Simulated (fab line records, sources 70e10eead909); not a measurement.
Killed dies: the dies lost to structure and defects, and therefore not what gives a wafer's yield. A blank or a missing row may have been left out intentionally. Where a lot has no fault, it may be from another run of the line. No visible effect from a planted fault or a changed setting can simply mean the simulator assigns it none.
Which tool did it? | flow nand_harc | 12 lots with 36 wafers sampled at 4 steps, on a route of 1159 steps

## WHAT EACH GAUGE READ, for each wafer
No reading from a measuring or inspecting step in the record can be judged against a usual standard deviation.

## WHICH TOOL RAN EACH LOT (tool, then ch and the chambers of the sampled wafers, then the start)
lot  | NHARC_P_GATE_STRIP_108             | NHARC_P_GATE_ETCHBACK_37                      | NHARC_P_GATE_STRIP_113               | NHARC_P_CONTACT_ETCH_18
L631 | rie_diel-03 ch 0,2, day 4 18:48    | rie_diel-03 ch 1,3, day 5 12:31 or earlier    | plasma_asher-01 ch 0,1, day 5 12:31  | rie_diel-10 ch 0,2,3, day 5 17:20
L630 | rie_diel-03 ch 0,1,2, day 4 19:05  | rie_diel-08 ch 1,2,3, day 5 12:59 or earlier  | plasma_asher-02 ch 0,1, day 5 12:59  | rie_diel-10 ch 2,3, day 5 17:44
L633 | rie_diel-08 ch 1,2,3, day 5 05:39  | rie_diel-06 ch 2,3, day 5 20:55 or earlier    | plasma_asher-02 ch 0,1, day 5 20:55  | rie_diel-04 ch 0,3, day 6 01:39
L632 | rie_diel-03 ch 0,1,2, day 5 05:50  | rie_diel-03 ch 0,3, day 5 23:07 or earlier    | plasma_asher-02 ch 0,1, day 5 23:07  | rie_diel-04 ch 0,2, day 6 04:16
L636 | rie_diel-08 ch 0,3, day 6 00:20    | rie_diel-06 ch 0,3, day 6 15:58 or earlier    | plasma_asher-02 ch 0,1, day 6 15:58  | rie_diel-10 ch 1,2, day 6 20:47
L634 | rie_diel-06 ch 0,1,2, day 6 01:16  | rie_diel-06 ch 0,2, day 6 16:45 or earlier    | plasma_asher-02 ch 0,1, day 6 16:45  | rie_diel-10 ch 1,3, day 6 21:26
L635 | rie_diel-03 ch 0,2,3, day 6 01:49  | rie_diel-06 ch 0,2,3, day 6 17:19 or earlier  | plasma_asher-01 ch 0,1, day 6 17:19  | rie_diel-10 ch 0,3, day 6 22:05
L637 | rie_diel-03 ch 0,1,2, day 6 12:50  | rie_diel-06 ch 0,1,3, day 7 03:56 or earlier  | plasma_asher-01 ch 0,1, day 7 03:56  | rie_diel-10 ch 0,1,2, day 7 08:43
L642 | rie_diel-03 ch 1,2,3, day 7 20:37  | rie_diel-06 ch 1,2,3, day 8 11:48 or earlier  | plasma_asher-02 ch 0,1, day 8 11:48  | rie_diel-04 ch 0,1,3, day 8 16:42
L644 | rie_diel-06 ch 0,1,2, day 7 21:35  | rie_diel-06 ch 2,3, day 8 12:50 or earlier    | plasma_asher-02 ch 0,1, day 8 12:50  | rie_diel-04 ch 0,1,2, day 8 17:27
L650 | rie_diel-03 ch 1,2,3, day 9 16:50  | rie_diel-06 ch 1,2,3, day 10 09:52 or earlier | plasma_asher-01 ch 0,1, day 10 09:52 | rie_diel-12 ch 0,1,3, day 10 14:58
L653 | rie_diel-06 ch 1,2,3, day 10 15:17 | rie_diel-03 ch 1,2, day 11 07:13 or earlier   | plasma_asher-01 ch 0,1, day 11 07:13 | rie_diel-10 ch 0,3, day 11 11:57
- NHARC_P_GATE_STRIP_108: strips in O2.
- NHARC_P_GATE_ETCHBACK_37: etches the open film in CHF3/O2, target depth 34.5 nm, time 17.2 s.
- NHARC_P_GATE_STRIP_113: strips in N2/H2, time 740 s.
- NHARC_P_CONTACT_ETCH_18: etches the open film in C4F8/O2/Ar, target depth 481 nm, time 240.5 s.

## AS READ BY THE TOOLS THEMSELVES (means over the sampled wafers that have a number; for cases with no such wafer, the mark the record gives instead)
NHARC_P_GATE_STRIP_108. Usual: drypump_motor_current_A 5.9 A, standard deviation 0.4; oes_product_au 1.003 a.u., standard deviation 0.011; rf_vpp_V 57.7 V, standard deviation 0.84; showerhead_plenum_p_Torr 3.46 Torr, standard deviation 0.084; throttle_valve_pct 17.037 %, standard deviation 0.0093.
lot  | tool        | drypump_motor_current_A (A) | oes_product_au (a.u.) | rf_vpp_V (V) | showerhead_plenum_p_Torr (Torr) | throttle_valve_pct (%) | flag
L631 | rie_diel-03 | 6.2                         | 1.014                 | 58.4         | 3.36                            | 17.042                 |
L630 | rie_diel-03 | 6.0                         | 1.015                 | 56.8         | 3.39                            | 17.036                 |
L633 | rie_diel-08 | 6.0                         | 1.006                 | 57.1         | 3.51                            | 17.026                 |
L632 | rie_diel-03 | 6.0                         | 1.003                 | 57.5         | 3.39                            | 17.030                 |
L636 | rie_diel-08 | 5.8                         | 0.981                 | 58.7         | 3.43                            | 17.034                 |
L634 | rie_diel-06 | 6.0                         | 1.002                 | 57.7         | 3.49                            | 17.036                 |
L635 | rie_diel-03 | 5.8                         | 1.003                 | 58.1         | 3.41                            | 17.032                 |
L637 | rie_diel-03 | 6.0                         | 1.000                 | 58.4         | 3.38                            | 17.037                 |
L642 | rie_diel-03 | 5.6                         | 1.009                 | 57.2         | 3.42                            | 17.034                 |
L644 | rie_diel-06 | 6.1                         | 1.006                 | 57.0         | 3.48                            | 17.047                 |
L650 | rie_diel-03 | 5.6                         | 1.017                 | 57.5         | 3.41                            | 17.042                 |
L653 | rie_diel-06 | 5.9                         | 0.999                 | 58.1         | 3.53                            | 17.047                 |

NHARC_P_GATE_ETCHBACK_37. Usual: drypump_motor_current_A 5.9 A, standard deviation 0.41; oes_product_au 0.95 a.u., standard deviation 0.035; rf_vpp_V 369.8 V, standard deviation 1.6; showerhead_plenum_p_Torr 2.37 Torr, standard deviation 0.059; throttle_valve_pct 20.572 %, standard deviation 0.0088.
lot  | tool        | drypump_motor_current_A (A) | oes_product_au (a.u.) | rf_vpp_V (V) | showerhead_plenum_p_Torr (Torr) | throttle_valve_pct (%) | flag
L631 | rie_diel-03 | 5.5                         | 0.93                  | 369.1        | 2.36                            | 20.567                 |
L630 | rie_diel-08 | 6.0                         | 0.93                  | 370.6        | 2.39                            | 20.572                 |
L633 | rie_diel-06 | 6.0                         | 0.93                  | 371.5        | 2.43                            | 20.572                 |
L632 | rie_diel-03 | 6.1                         | 0.93                  | 368.4        | 2.31                            | 20.570                 |
L636 | rie_diel-06 | 5.9                         | 1.00                  | 370.2        | 2.39                            | 20.566                 |
L634 | rie_diel-06 | 6.1                         | 0.92                  | 368.5        | 2.36                            | 20.585                 |
L635 | rie_diel-06 | 6.0                         | 0.92                  | 370.7        | 2.40                            | 20.575                 |
L637 | rie_diel-06 | 5.8                         | 0.92                  | 370.7        | 2.40                            | 20.570                 |
L642 | rie_diel-06 | 6.0                         | 0.92                  | 371.6        | 2.41                            | 20.577                 |
L644 | rie_diel-06 | 5.9                         | 0.92                  | 370.5        | 2.43                            | 20.578                 |
L650 | rie_diel-06 | 6.0                         | 0.92                  | 369.5        | 2.40                            | 20.570                 |
L653 | rie_diel-03 | 5.7                         | 1.00                  | 367.4        | 2.29                            | 20.566                 |

NHARC_P_GATE_STRIP_113. Usual: drypump_motor_current_A 6.1 A, standard deviation 0.33; heater_power_w 89 W, standard deviation 8.6.
lot  | tool            | drypump_motor_current_A (A) | heater_power_w (W) | flag
L631 | plasma_asher-01 | 6.2                         | 98                 |
L630 | plasma_asher-02 | 6.1                         | 84                 |
L633 | plasma_asher-02 | 6.1                         | 85                 |
L632 | plasma_asher-02 | 6.0                         | 86                 |
L636 | plasma_asher-02 | 6.0                         | 85                 |
L634 | plasma_asher-02 | 6.0                         | 85                 |
L635 | plasma_asher-01 | 6.3                         | 101                |
L637 | plasma_asher-01 | 6.2                         | 96                 |
L642 | plasma_asher-02 | 6.0                         | 84                 |
L644 | plasma_asher-02 | 6.0                         | 85                 |
L650 | plasma_asher-01 | 6.3                         | 103                |
L653 | plasma_asher-01 | 6.3                         | 101                |

NHARC_P_CONTACT_ETCH_18. Usual: oes_product_au 0.961 a.u., standard deviation 0.019; rf_vpp_V 976 V, standard deviation 5.5; run_length_s 261.9 s, standard deviation 0.34.
lot  | tool        | oes_product_au (a.u.) | rf_vpp_V (V) | run_length_s (s) | flag
L631 | rie_diel-10 | 0.960                 | 977          | 261.6            |
L630 | rie_diel-10 | 0.970                 | 982          | 261.5            |
L633 | rie_diel-04 | 0.957                 | 969          | 261.9            |
L632 | rie_diel-04 | 0.972                 | 973          | 262.0            |
L636 | rie_diel-10 | 0.977                 | 981          | 261.3            |
L634 | rie_diel-10 | 0.962                 | 977          | 262.2            |
L635 | rie_diel-10 | 0.943                 | 971          | 261.9            |
L637 | rie_diel-10 | 0.967                 | 975          | 261.6            |
L642 | rie_diel-04 | 0.964                 | 973          | 242.7            | OFF
L644 | rie_diel-04 | 0.978                 | 977          | 242.8            | OFF
L650 | rie_diel-12 | 0.941                 | 977          | 261.7            |
L653 | rie_diel-10 | 0.967                 | 971          | 261.9            |

## THE ANSWER, worked out from the rows above alone
Rule: lot off if the mean of its wafers having a number is beyond 3 standard deviations from the usual mean. A lot without any number at a reading at which 4 lots or more have one is off too. All remaining lots with rows at the step are treated as sound. First the gauges in route order, then the tools' own readings, where a lot's mean is used as printed above. At the first step where some lot is off, the reading lying furthest off is the one used; lots without a number count as furthest.
Off at NHARC_P_CONTACT_ETCH_18 (run_length_s): L642, L644.
If a tool, at that step or one of the process steps before it, ran each lot that is off and ran no sound lot following the first of them, it fits. With no start given for some of its lots, NHARC_P_GATE_ETCHBACK_37 uses the hours and lot order of NHARC_P_GATE_STRIP_113. 2 tools fit, plasma_asher-02 at NHARC_P_GATE_STRIP_113 and rie_diel-04 at NHARC_P_CONTACT_ETCH_18, so this cannot tell which one it is.

## WHAT THE SIMULATOR HAD PUT IN
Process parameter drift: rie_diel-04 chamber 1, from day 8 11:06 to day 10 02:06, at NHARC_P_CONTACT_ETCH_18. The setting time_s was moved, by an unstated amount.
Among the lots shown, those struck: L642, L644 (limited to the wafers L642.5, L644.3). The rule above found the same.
